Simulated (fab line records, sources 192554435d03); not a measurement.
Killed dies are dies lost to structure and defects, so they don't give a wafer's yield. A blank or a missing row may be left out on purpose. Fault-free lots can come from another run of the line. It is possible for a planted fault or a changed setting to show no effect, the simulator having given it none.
A sampling plan put to the test	flow n5Finfet	each of the 14 faults these records tell of, on one fab line, judged from the records of the lots it struck
What counts as the plan is the set of the line's own looks, namely the steps on the route at which a gauge or an inspection reads a wafer and does not change it. A look can be judged if struck wafers have a number there and the file gives its usual mean and standard deviation on fault-free wafers. Caught: 4 or more of those standard deviations (sigma) separate the usual mean from the mean of the struck wafers at a look after the fault's first step. On the tool: the test repeated on the tool's own readings taken at the fault's steps. A different recipe on the struck wafers counts as caught too, as does a record blank only for those wafers.

## THE FAULTS, as the simulator had put them in
1. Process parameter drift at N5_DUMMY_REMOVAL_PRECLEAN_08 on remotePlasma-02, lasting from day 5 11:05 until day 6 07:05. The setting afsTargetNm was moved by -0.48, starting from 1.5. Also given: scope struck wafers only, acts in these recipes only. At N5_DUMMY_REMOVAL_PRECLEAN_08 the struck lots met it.
2. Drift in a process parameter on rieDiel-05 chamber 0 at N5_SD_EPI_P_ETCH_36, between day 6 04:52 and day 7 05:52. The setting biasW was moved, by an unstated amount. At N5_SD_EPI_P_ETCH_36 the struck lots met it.
3. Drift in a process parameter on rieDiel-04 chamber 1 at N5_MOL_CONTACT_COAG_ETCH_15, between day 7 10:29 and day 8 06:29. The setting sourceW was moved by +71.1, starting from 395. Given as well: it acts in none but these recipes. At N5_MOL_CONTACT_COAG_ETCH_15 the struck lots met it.
4. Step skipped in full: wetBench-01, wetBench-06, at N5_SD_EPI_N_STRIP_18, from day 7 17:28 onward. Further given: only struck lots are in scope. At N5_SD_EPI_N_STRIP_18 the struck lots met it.
5. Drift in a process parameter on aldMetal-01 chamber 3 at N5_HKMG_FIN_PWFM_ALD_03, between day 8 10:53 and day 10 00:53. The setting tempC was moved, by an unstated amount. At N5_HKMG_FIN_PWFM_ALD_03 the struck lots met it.
6. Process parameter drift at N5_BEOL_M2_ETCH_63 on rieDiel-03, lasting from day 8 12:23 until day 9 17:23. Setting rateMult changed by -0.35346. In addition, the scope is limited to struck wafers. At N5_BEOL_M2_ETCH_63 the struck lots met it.
7. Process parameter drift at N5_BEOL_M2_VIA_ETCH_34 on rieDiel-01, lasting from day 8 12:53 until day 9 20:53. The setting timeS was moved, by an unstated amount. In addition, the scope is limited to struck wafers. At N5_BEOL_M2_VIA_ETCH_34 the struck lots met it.
8. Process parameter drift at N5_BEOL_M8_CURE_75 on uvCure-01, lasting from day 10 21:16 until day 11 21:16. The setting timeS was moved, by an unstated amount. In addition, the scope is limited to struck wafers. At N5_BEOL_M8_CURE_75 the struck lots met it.
9. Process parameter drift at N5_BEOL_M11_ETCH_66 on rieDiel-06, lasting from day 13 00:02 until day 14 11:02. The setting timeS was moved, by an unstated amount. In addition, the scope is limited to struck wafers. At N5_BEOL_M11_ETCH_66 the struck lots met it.
10. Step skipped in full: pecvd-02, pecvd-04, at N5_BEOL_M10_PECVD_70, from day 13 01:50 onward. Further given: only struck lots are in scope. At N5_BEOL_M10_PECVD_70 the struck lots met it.
11. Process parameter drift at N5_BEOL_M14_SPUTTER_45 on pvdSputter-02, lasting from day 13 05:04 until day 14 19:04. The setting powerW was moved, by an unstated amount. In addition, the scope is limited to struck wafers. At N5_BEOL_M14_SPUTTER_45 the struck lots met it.
12. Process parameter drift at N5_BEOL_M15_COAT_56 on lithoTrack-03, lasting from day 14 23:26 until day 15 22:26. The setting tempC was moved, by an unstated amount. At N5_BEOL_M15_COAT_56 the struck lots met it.
13. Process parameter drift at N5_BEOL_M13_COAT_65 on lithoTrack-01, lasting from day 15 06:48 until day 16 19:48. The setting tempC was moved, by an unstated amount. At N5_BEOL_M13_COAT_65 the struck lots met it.
14. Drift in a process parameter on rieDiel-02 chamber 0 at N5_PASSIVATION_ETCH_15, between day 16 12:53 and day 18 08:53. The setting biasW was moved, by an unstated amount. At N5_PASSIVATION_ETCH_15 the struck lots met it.

## WHAT THE PLAN SAW
fault	on the tool itself	first look that catches it	reading, sigma	median hours from its first step to that look	hours from the fault's start to the first struck lot there	judged looks passed uncaught
1	no reading that can be judged	N5_BEOL_M4_RC_MEAS_101	EOT_N +23	100.9	99	0
2	biasW -11 sigma	not the one look that can be judged after it	-	-	-	1
3	rfFwdPowerW +51 sigma	not the one look that can be judged after it	-	-	-	1
4	the tool's record is blank for the struck wafers	not the one look that can be judged after it	-	-	-	1
5	susceptorTempC +99 or beyond sigma	not the one look that can be judged after it	strongest: VT_N at N5_BEOL_M4_RC_MEAS_101, +2.1	-	-	1
6	etchRfOnTimeS +25 sigma	not the one look that can be judged after it	-	-	-	1
7	runLengthS +6.0 sigma	not the one look that can be judged after it	-	-	-	1
8	runLengthS +59 sigma	no look after it can be judged	-	-	-	0
9	runLengthS -99 or beyond sigma	no look after it can be judged	-	-	-	0
10	the tool's record is blank for the struck wafers	no look after it can be judged	-	-	-	0
11	cathodeDcPowerW -99 or beyond sigma	no look after it can be judged	-	-	-	0
12	plateTempC +45 sigma	not the one look that can be judged after it	-	-	-	1
13	plateTempC -99 or beyond sigma	no look after it can be judged	-	-	-	0
14	biasW +27 sigma	no look after it can be judged	-	-	-	0
A dash: this means the fault isn't caught or the number doesn't appear in these records.

Caught at a look: 1 of 14. Caught on the tool: 13 of 14. By one or the other: 14 of 14.
Caught on the tool alone: faults 2, 3, 4, 5, 6, 7, 8, 9, 10, 11, 12, 13, 14.
Caught at a look alone: fault 1.

## THINNER SAMPLING
Were the look that catches a fault to measure just every second or every third lot (counted by lot number), the first struck lot would, at worst, be measured this late:
fault	struck lots at that look, in order of time	every lot	every second lot	every third lot
1	L886, L888, L887	99 h	118 h	118 h
The hour figures run from when the fault began to the first measured lot among those it struck. Since the struck wafers were tested as one group against 4 sigma, a single lot by itself may lie under the limit. Other struck lots may not be in these records.

## THE LONGEST TIMED WAY FROM STEP TO LOOK
Fault 1: a median of 100.9 hours passes between N5_DUMMY_REMOVAL_PRECLEAN_08 and N5_BEOL_M4_RC_MEAS_101. No look between them can be judged.
